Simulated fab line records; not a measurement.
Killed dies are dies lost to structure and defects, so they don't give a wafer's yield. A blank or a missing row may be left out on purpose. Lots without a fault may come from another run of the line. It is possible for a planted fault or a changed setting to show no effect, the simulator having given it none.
The tool behind it: which one? -- flow n5_finfet -- 72 wafers from 24 lots sampled at 5 of the route's 1938 steps

## WHAT THE GAUGES READ, wafer by wafer
N5_HKMG_FIN_THK_MEAS_70: measures by xrf.
lot,measured,on,HK_THK (nm)
L074,day 4 02:44,film_metro-01,1.595 1.599 1.591
L075,day 4 10:29,film_metro-02,1.684 1.616 1.634
L076,day 4 14:19,film_metro-02,1.643 1.636 1.606
L077,day 5 00:47,film_metro-02,1.587 1.590 1.580
L078,day 5 04:07,film_metro-02,1.650 1.634 1.628
L079,day 5 10:54,film_metro-02,1.590 1.586 1.595
L080,day 5 15:35,film_metro-01,1.619 1.595 1.617
L081,day 5 22:58,film_metro-02,1.644 1.625 1.658
L082,day 6 01:00,film_metro-01,1.608 1.618 1.621
L083,day 6 09:13,film_metro-02,1.630 1.618 1.595
L084,day 6 14:22,film_metro-02,1.621 1.596 1.646
L085,day 7 01:13,film_metro-01,1.605 1.613 1.612
L086,day 7 01:55,film_metro-01,1.611 1.610 1.613
L087,day 7 12:04,film_metro-02,1.623 1.583 1.595
L088,day 7 19:44,film_metro-01,1.602 1.612 1.636
L089,day 7 23:01,film_metro-02,1.637 1.620 1.599
L090,day 8 03:11,film_metro-02,1.618 1.617 1.592
L091,day 8 07:13,film_metro-01,1.603 1.611 1.627
L092,day 8 13:45,film_metro-01,1.610 1.610 1.611
L093,day 8 19:35,film_metro-02,1.647 1.611 1.608
L094,day 9 04:08,film_metro-01,1.610 1.625 1.617
L095,day 9 12:13,film_metro-02,1.606 1.625 1.627
L096,day 9 14:14,film_metro-01,1.617 1.613 1.612
L097,day 10 02:07,film_metro-02,1.589 1.594 1.647

## TOOL THAT RAN EACH LOT (tool first, then ch and the chambers of the sampled wafers, then the start)
lot,N5_HKMG_FIN_ALD_74,N5_HKMG_FIN_DESCUM_53,N5_HKMG_FIN_ETCH_54,N5_HKMG_FIN_ETCH_58
L074,"ald_hk-02 ch 0,3, day 3 23:38","rie_diel-02 ch 1,2,3, day 4 00:20","rie_diel-02 ch 1,2,3, day 4 00:22","rie_diel-02 ch 1,2,3, day 4 00:38"
L075,"ald_hk-03 ch 2,3, day 4 07:20","rie_diel-03 ch 0,1,3, day 4 07:58","rie_diel-03 ch 0,1,3, day 4 08:00","rie_diel-03 ch 0,1,3, day 4 08:16"
L076,"ald_hk-02 ch 0,1,2, day 4 11:03","rie_diel-03 ch 0,1, day 4 11:53","rie_diel-03 ch 0,1, day 4 11:55","rie_diel-03 ch 0,1, day 4 12:11"
L077,"ald_hk-02 ch 0,2,3, day 4 21:51","rie_diel-04 ch 0,2, day 4 22:22","rie_diel-04 ch 0,2, day 4 22:23","rie_diel-04 ch 0,2, day 4 22:40"
L078,"ald_hk-02 ch 1,2,3, day 5 01:11","rie_diel-03 ch 1,2,3, day 5 01:42","rie_diel-03 ch 1,2,3, day 5 01:44","rie_diel-03 ch 1,2,3, day 5 02:00"
L079,"ald_hk-03 ch 0,2,3, day 5 07:47","rie_diel-03 ch 0,2, day 5 08:26","rie_diel-03 ch 0,2, day 5 08:28","rie_diel-03 ch 0,2, day 5 08:44"
L080,"ald_hk-03 ch 2,3, day 5 12:40","rie_diel-02 ch 0,1,3, day 5 13:11","rie_diel-02 ch 0,1,3, day 5 13:13","rie_diel-02 ch 0,1,3, day 5 13:29"
L081,"ald_hk-02 ch 0,3, day 5 19:27","rie_diel-03 ch 0,2, day 5 20:06","rie_diel-03 ch 0,2, day 5 20:10","rie_diel-03 ch 0,2, day 5 20:44"
L082,"ald_hk-01 ch 2,3, day 5 22:05","rie_diel-02 ch 1,3, day 5 22:35","rie_diel-02 ch 1,3, day 5 22:38","rie_diel-02 ch 1,3, day 5 22:54"
L083,"ald_hk-01 ch 1,2, day 6 06:09","rie_diel-04 ch 1,2, day 6 06:47","rie_diel-04 ch 1,2, day 6 06:49","rie_diel-04 ch 1,2, day 6 07:05"
L084,"ald_hk-01 ch 2,3, day 6 11:14","rie_diel-02 ch 2,3, day 6 11:52","rie_diel-02 ch 2,3, day 6 11:53","rie_diel-02 ch 2,3, day 6 12:10"
L085,"ald_hk-02 ch 0,2,3, day 6 22:04","rie_diel-02 ch 1,2,3, day 6 22:41","rie_diel-02 ch 1,2,3, day 6 22:44","rie_diel-02 ch 1,2,3, day 6 22:59"
L086,"ald_hk-01 ch 2,3, day 6 22:46","rie_diel-04 ch 2,3, day 6 23:25","rie_diel-04 ch 2,3, day 6 23:27","rie_diel-04 ch 2,3, day 6 23:43"
L087,"ald_hk-02 ch 1,2,3, day 7 09:01","rie_diel-04 ch 1,2,3, day 7 09:39","rie_diel-04 ch 1,2,3, day 7 09:41","rie_diel-04 ch 1,2,3, day 7 09:57"
L088,"ald_hk-01 ch 0,1,2, day 7 16:25","rie_diel-04 ch 1,3, day 7 16:56","rie_diel-04 ch 1,3, day 7 16:59","rie_diel-04 ch 1,3, day 7 17:23"
L089,"ald_hk-01 ch 0,2,3, day 7 19:31","rie_diel-04 ch 1,3, day 7 20:08","rie_diel-04 ch 1,3, day 7 20:11","rie_diel-04 ch 1,3, day 7 20:35"
L090,"ald_hk-03 ch 0,1, day 8 00:07","rie_diel-02 ch 0,2,3, day 8 00:47","rie_diel-02 ch 0,2,3, day 8 00:49","rie_diel-02 ch 0,2,3, day 8 01:05"
L091,"ald_hk-03 ch 0,2,3, day 8 04:08","rie_diel-04 ch 1,2,3, day 8 04:46","rie_diel-04 ch 1,2,3, day 8 04:49","rie_diel-04 ch 1,2,3, day 8 05:04"
L092,"ald_hk-01 ch 0,1, day 8 10:43","rie_diel-04 ch 2,3, day 8 11:20","rie_diel-04 ch 2,3, day 8 11:23","rie_diel-04 ch 2,3, day 8 11:39"
L093,"ald_hk-02 ch 1,2,3, day 8 16:37","rie_diel-02 ch 0,2,3, day 8 17:10","rie_diel-02 ch 0,2,3, day 8 17:12","rie_diel-02 ch 0,2,3, day 8 17:28"
L094,"ald_hk-02 ch 0,1,2, day 9 00:46","rie_diel-02 ch 0,1, day 9 01:24","rie_diel-02 ch 0,1, day 9 01:26","rie_diel-02 ch 0,1, day 9 01:42"
L095,"ald_hk-01 ch 0,3, day 9 08:39","rie_diel-03 ch 1, day 9 09:24","rie_diel-03 ch 1, day 9 09:27","rie_diel-03 ch 1, day 9 09:51"
L096,"ald_hk-02 ch 0,1,3, day 9 11:01","rie_diel-04 ch 0,2,3, day 9 11:49","rie_diel-04 ch 0,2,3, day 9 11:51","rie_diel-04 ch 0,2,3, day 9 12:07"
L097,"ald_hk-02 ch 0,1,3, day 9 23:13","rie_diel-04 ch 1,2,3, day 9 23:43","rie_diel-04 ch 1,2,3, day 9 23:45","rie_diel-04 ch 1,2,3, day 10 00:01"
- N5_HKMG_FIN_ALD_74: deposits La2O3, target thk 0.5 nm, pulse time 6 s, co reactant pulse time 1 s.
- N5_HKMG_FIN_DESCUM_53: chemistry O2, time 7.9 s.
- N5_HKMG_FIN_ETCH_54: etches SiARC in CF4, target depth 45.5 nm, time 75.8 s.
- N5_HKMG_FIN_ETCH_58: etches SOC in N2/H2, target depth 215.8 nm, time 741 s.

## AS READ BY THE TOOLS THEMSELVES (means over the sampled wafers that have a number; for cases with no such wafer, the mark the record gives instead)
N5_HKMG_FIN_ALD_74.
lot,tool,heater_power_w (W),precursor_pulse_height_rel
L074,ald_hk-02,342,0.991
L075,ald_hk-03,279,0.974
L076,ald_hk-02,359,1.019
L077,ald_hk-02,344,1.001
L078,ald_hk-02,358,0.994
L079,ald_hk-03,292,1.000
L080,ald_hk-03,300,0.986
L081,ald_hk-02,337,0.997
L082,ald_hk-01,338,0.997
L083,ald_hk-01,327,1.014
L084,ald_hk-01,337,0.996
L085,ald_hk-02,352,0.991
L086,ald_hk-01,337,1.009
L087,ald_hk-02,361,1.009
L088,ald_hk-01,320,1.004
L089,ald_hk-01,328,1.026
L090,ald_hk-03,332,1.008
L091,ald_hk-03,296,0.986
L092,ald_hk-01,322,0.966
L093,ald_hk-02,360,1.006
L094,ald_hk-02,366,1.018
L095,ald_hk-01,315,0.990
L096,ald_hk-02,349,0.982
L097,ald_hk-02,353,1.000

N5_HKMG_FIN_DESCUM_53.
lot,tool,drypump_motor_current_A (A),oes_product_au (a.u.),rf_vpp_V (V),showerhead_plenum_p_Torr (Torr),throttle_valve_pct (%)
L074,rie_diel-02,5.0,0.78,243.3,2.09,20.31
L075,rie_diel-03,5.5,0.78,244.1,2.16,20.42
L076,rie_diel-03,5.9,0.84,244.8,2.21,20.34
L077,rie_diel-04,5.7,0.78,243.5,2.10,20.52
L078,rie_diel-03,5.3,0.71,244.1,2.10,20.48
L079,rie_diel-03,5.6,0.77,244.0,2.12,20.39
L080,rie_diel-02,5.3,0.75,243.1,2.06,20.37
L081,rie_diel-03,5.6,0.76,243.6,2.12,20.41
L082,rie_diel-02,4.8,0.79,243.8,2.09,20.30
L083,rie_diel-04,6.3,0.77,243.8,2.15,20.61
L084,rie_diel-02,5.2,0.91,243.0,2.06,20.18
L085,rie_diel-02,5.0,0.85,243.4,2.08,20.21
L086,rie_diel-04,5.5,0.84,244.4,2.18,20.32
L087,rie_diel-04,5.9,0.81,245.1,2.17,20.48
L088,rie_diel-04,5.8,0.83,243.5,2.20,20.38
L089,rie_diel-04,6.2,0.79,245.5,2.19,20.53
L090,rie_diel-02,5.5,0.87,243.2,2.12,20.23
L091,rie_diel-04,5.9,0.80,243.9,2.16,20.50
L092,rie_diel-04,5.5,0.83,244.6,2.18,20.35
L093,rie_diel-02,5.5,0.88,243.0,2.12,20.24
L094,rie_diel-02,5.3,0.85,243.8,2.15,20.21
L095,rie_diel-03,5.7,0.90,244.2,2.14,20.15
L096,rie_diel-04,5.6,0.86,242.9,2.12,20.36
L097,rie_diel-04,5.9,0.79,243.9,2.16,20.52

N5_HKMG_FIN_ETCH_54.
lot,tool,drypump_motor_current_A (A),etch_rf_on_time_s (s),oes_product_au (a.u.),rf_vpp_V (V),showerhead_plenum_p_Torr (Torr),throttle_valve_pct (%)
L074,rie_diel-02,5.0,75.9,0.67,184.6,2.14,15.55
L075,rie_diel-03,5.5,74.5,0.67,185.1,2.20,15.60
L076,rie_diel-03,5.9,74.0,0.72,184.8,2.24,15.50
L077,rie_diel-04,5.7,74.8,0.67,184.0,2.14,15.71
L078,rie_diel-03,5.3,75.0,0.61,183.4,2.15,15.71
L079,rie_diel-03,5.6,75.2,0.66,184.4,2.17,15.58
L080,rie_diel-02,5.3,75.8,0.65,184.2,2.11,15.58
L081,rie_diel-03,5.6,75.1,0.66,184.3,2.16,15.60
L082,rie_diel-02,4.8,75.9,0.67,184.1,2.14,15.54
L083,rie_diel-04,6.3,74.8,0.67,185.0,2.21,15.79
L084,rie_diel-02,5.2,76.7,0.77,183.5,2.12,15.40
L085,rie_diel-02,5.0,76.5,0.72,183.2,2.13,15.45
L086,rie_diel-04,5.5,74.7,0.74,185.5,2.23,15.45
L087,rie_diel-04,5.9,75.5,0.69,184.7,2.21,15.63
L088,rie_diel-04,5.8,75.7,0.71,185.6,2.25,15.54
L089,rie_diel-04,6.2,75.5,0.68,185.0,2.23,15.73
L090,rie_diel-02,5.5,76.2,0.75,184.3,2.17,15.42
L091,rie_diel-04,5.9,75.2,0.68,185.4,2.21,15.65
L092,rie_diel-04,5.5,74.5,0.72,184.6,2.22,15.49
L093,rie_diel-02,5.5,74.9,0.74,184.0,2.17,15.45
L094,rie_diel-02,5.3,75.8,0.73,185.2,2.20,15.39
L095,rie_diel-03,5.7,74.9,0.77,185.4,2.19,15.31
L096,rie_diel-04,5.6,74.5,0.74,184.0,2.17,15.50
L097,rie_diel-04,5.9,74.1,0.68,184.1,2.21,15.69

N5_HKMG_FIN_ETCH_58.
lot,tool,drypump_motor_current_A (A),oes_product_au (a.u.),rf_vpp_V (V),showerhead_plenum_p_Torr (Torr),throttle_valve_pct (%)
L074,rie_diel-02,5.0,0.77,99.6,2.54,17.74
L075,rie_diel-03,5.5,0.79,99.3,2.62,17.79
L076,rie_diel-03,5.9,0.85,99.4,2.67,17.76
L077,rie_diel-04,5.7,0.78,99.0,2.56,17.88
L078,rie_diel-03,5.3,0.72,99.0,2.55,17.84
L079,rie_diel-03,5.6,0.77,98.9,2.57,17.79
L080,rie_diel-02,5.3,0.76,99.1,2.50,17.75
L081,rie_diel-03,5.6,0.76,98.8,2.57,17.81
L082,rie_diel-02,4.8,0.78,98.5,2.55,17.70
L083,rie_diel-04,6.3,0.78,99.8,2.62,18.03
L084,rie_diel-02,5.2,0.90,99.2,2.51,17.62
L085,rie_diel-02,5.0,0.84,99.3,2.53,17.63
L086,rie_diel-04,5.5,0.86,99.8,2.66,17.60
L087,rie_diel-04,5.9,0.81,100.0,2.64,17.82
L088,rie_diel-04,5.8,0.83,100.6,2.68,17.72
L089,rie_diel-04,6.3,0.79,99.6,2.66,17.94
L090,rie_diel-02,5.5,0.87,98.8,2.57,17.62
L091,rie_diel-04,5.9,0.80,99.5,2.64,17.84
L092,rie_diel-04,5.5,0.84,98.4,2.65,17.62
L093,rie_diel-02,5.5,0.86,100.4,2.57,17.63
L094,rie_diel-02,5.3,0.85,100.1,2.62,17.57
L095,rie_diel-03,5.7,0.90,99.3,2.60,17.45
L096,rie_diel-04,5.6,0.86,99.4,2.58,17.68
L097,rie_diel-04,5.9,0.79,98.9,2.63,17.87

## THE ANSWER, worked out from the rows above alone
Rule: what is usual is taken from the lots themselves. The widest of any qualifying gaps counts: lots, ordered by their means at a reading, are off when they make up no more than a third of the lots, leave a main group of 4 or more, and stand apart from it by 3 or more times the standard deviation of that group's means. If all means in a main group match to the digits the tables above print for the reading, that group is not used. A lot without any number at a reading at which 4 lots or more have one is off too. All remaining lots with rows at the step are treated as sound. First the gauges in route order, then the tools' own readings, where a lot's mean is used as printed above. At the first step where some lot is off, the reading lying furthest off is the one used; lots without a number count as furthest.
Nothing can be told from this: no lot is off at any reading shown.

## WHAT HAD BEEN PUT IN BY THE SIMULATOR
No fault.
